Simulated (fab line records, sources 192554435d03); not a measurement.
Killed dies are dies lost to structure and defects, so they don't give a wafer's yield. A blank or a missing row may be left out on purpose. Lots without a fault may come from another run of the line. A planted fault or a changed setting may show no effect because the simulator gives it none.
Chamber matching | flow n5_finfet | N5_HKMG_FIN_HK_ALD_01 on ald_hk-02: 4 sister chambers
The step deposits HfO2, target thk 1.6 nm, pulse time 3 s, purge time 3 s. 18 wafers are shown with their chamber, then 9 later ones without.

WAFERS WITH THEIR CHAMBER
wafer  | chamber | precursor_pulse_height_rel
L075.1 | 3       | 1.035
L075.3 | 2       | 1.003
L075.4 | 0       | 0.991
L078.1 | 1       | 1.011
L078.5 | 2       | 0.998
L078.6 | 3       | 0.995
L082.3 | 2       | 0.993
L082.4 | 0       | 0.983
L082.6 | 1       | 1.013
L083.2 | 1       | 0.996
L083.4 | 2       | 1.015
L083.5 | 2       | 1.009
L084.2 | 3       | 1.012
L084.5 | 2       | 0.972
L084.6 | 1       | 1.018
L085.2 | 3       | 0.997
L085.3 | 2       | 0.963
L085.4 | 1       | 0.971

SIGNATURES (means of the wafers above)
reading                    | chamber 0 | chamber 1 | chamber 2 | chamber 3 | scatter within a chamber
precursor_pulse_height_rel | 0.98700   | 1.00180   | 0.99329   | 1.00975   | 0.0184
Rule: a wafer's distance from a chamber is the root of the sum, over the readings, of the square of ((its reading less the chamber's mean) divided by the reading's scatter). The wafer belongs to the nearest chamber; if the next one is less than 2 further off, it can't be placed. The scatter: the root of (the sum of the squares of (reading less its chamber's mean) over the shown wafers, divided by (wafers less chambers)).

WAFERS WITHOUT THEIR CHAMBER
wafer  | precursor_pulse_height_rel
L092.4 | 0.995
L092.5 | 1.002
L092.6 | 0.987
L093.3 | 1.000
L093.4 | 0.995
L093.5 | 0.994
L097.3 | 1.003
L097.4 | 0.953
L097.6 | 0.974

WHICH CHAMBER EACH WENT THROUGH
wafer  | from the rows above               | in truth
L092.4 | can't be placed: 2 or 1 or 0 or 3 | 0
L092.5 | can't be placed: 1 or 3 or 2 or 0 | 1
L092.6 | can't be placed: 0 or 2 or 1 or 3 | 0
L093.3 | can't be placed: 1 or 2 or 3 or 0 | 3
L093.4 | can't be placed: 2 or 1 or 0 or 3 | 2
L093.5 | can't be placed: 2 or 0 or 1 or 3 | 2
L097.3 | can't be placed: 1 or 3 or 2 or 0 | 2
L097.4 | can't be placed: 0 or 2 or 1 or 3 | 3
L097.6 | can't be placed: 0 or 2 or 1 or 3 | 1
Placed correctly: 0 of 9. Can't be placed from these rows: 9 (the true chamber is among the candidates in 9). Placed wrongly: 0.
